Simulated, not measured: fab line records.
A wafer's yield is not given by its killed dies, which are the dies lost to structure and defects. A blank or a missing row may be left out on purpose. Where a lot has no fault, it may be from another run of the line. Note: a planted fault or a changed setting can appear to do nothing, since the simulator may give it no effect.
Lot-split experiment    flow n5Finfet    21 wafers read across 7 lots, on a route 1938 steps long

== THE SPLIT ==
At N5_BEOL_M15_PEB_26 (peb time 90 s), the setting pebTempC was moved away from the recipe's 130 C on 9 of the 21 wafers read, by -1.6% to +2.8%. The other wafers ran this setting at the recipe's value.

== FROM THE SPLIT TO THE READING: what the file shows between them, 2 steps ==
- N5_BEOL_M15_DEVELOP_27: develop time 45 s
- N5_BEOL_M15_HARDBAKE_32: time 120 s

== THE READING ==
Shown in nm: cdNm at N5_BEOL_M15_CD_MEAS_28, with target cd 407.6 nm. Fault-free wafers of this fab line usually give 408.5 nm, standard deviation 2.2 nm.

wafer   tool, chamber at the split  pebTempC as run, C  against the recipe  cdNm, nm  against lot-mates on the recipe
L077.1  lithoTrack-05, 0            130                 recipe              406.0     -
L077.2  lithoTrack-05, 0            132.4               +1.8%               414.3     +8.3
L077.6  lithoTrack-05, 0            132.4               +1.8%               415.4     +9.4
L079.2  lithoTrack-03, 0            128.6               -1.1%               400.4     -5.7
L079.4  lithoTrack-03, 0            128.6               -1.1%               401.5     -4.6
L079.6  lithoTrack-03, 0            130                 recipe              406.1     -
L080.3  lithoTrack-03, 0            130                 recipe              405.7     -
L080.4  lithoTrack-03, 0            130                 recipe              408.4     -
L080.6  lithoTrack-03, 0            130                 recipe              409.3     -
L081.1  lithoTrack-03, 0            133.6               +2.8%               424.2     +12.6
L081.2  lithoTrack-03, 0            130                 recipe              411.9     -
L081.3  lithoTrack-03, 0            130                 recipe              411.3     -
L083.1  lithoTrack-01, 0            130                 recipe              407.5     -
L083.3  lithoTrack-01, 0            132.1               +1.6%               415.9     +8.4
L083.6  lithoTrack-01, 0            132.1               +1.6%               413.8     +6.3
L085.2  lithoTrack-03, 0            127.9               -1.6%               401.2     -9.4
L085.4  lithoTrack-03, 0            127.9               -1.6%               401.6     -9.0
L085.6  lithoTrack-03, 0            130                 recipe              410.6     -
L096.4  lithoTrack-03, 0            130                 recipe              412.8     -
L096.5  lithoTrack-03, 0            130                 recipe              411.1     -
L096.6  lithoTrack-03, 0            130                 recipe              412.8     -

THE FIT
A straight line over all 21 wafers: cdNm changes by +4.62 nm for each +1% of pebTempC; r = +0.90; the points scatter about the line by 2.6 nm.
The same after taking each lot's own level away (the mean of its wafers on the recipe; 21 wafers): +4.89 nm for each +1%; r = +0.99; scatter 0.93 nm.
According to that fit, moving pebTempC by its largest amount changes the reading by 14 nm.
Across the lots, their own levels run from 406.00 to 412.23 nm, a range of 2.8 times the standard deviation given above.
Consequently the slope shifts little with the lot-to-lot level, the two slopes agreeing.
Check: for one of the wafers moved furthest among these (+2.8%), held out of the fit, the line's prediction against its lot-mates is +13.6 nm. Against them it came out at +12.6 nm.

== THESE WAFERS: OTHER SPLITS ==
Before the reading, these wafers also passed through other splits. Each is held against what the fit with the lots' levels taken away leaves over:
other split on the same wafers  wafers away from the commonest value  r with cdNm (lot level and that fit taken away)
N5_BEOL_M14_PEB_08 pebTempC     4                                     -0.04
N5_BEOL_M14_DEP_53 timeS        9                                     -0.22

== THE WHOLE CHAIN: every reading that the file lists as answering this split, in the file's order ==
step                    what it does                                                             reading                                                         change (the file's fit)               r (the file's)
N5_BEOL_M15_CD_MEAS_28  target cd 407.6 nm                                                       cdNm                                                            +4.78 nm for each +1% of the setting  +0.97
N5_BEOL_M15_DESCUM_33   chemistry O2, time 7.9 s                                                 BEOL_M15.cdNm (the simulator's own value, which no gauge read)  +4.89 nm for each +1% of the setting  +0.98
N5_BEOL_M15_ETCH_61     etches BARC in N2/H2, target depth 89 nm, overetch 26.7 nm, time 67.9 s  BEOL_M15.cdNm (the simulator's own value, which no gauge read)  +4.85 nm for each +1% of the setting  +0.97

== FILE'S OWN FIT ==
cdNm changes by +4.78 nm for each +1% of pebTempC, r = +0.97.
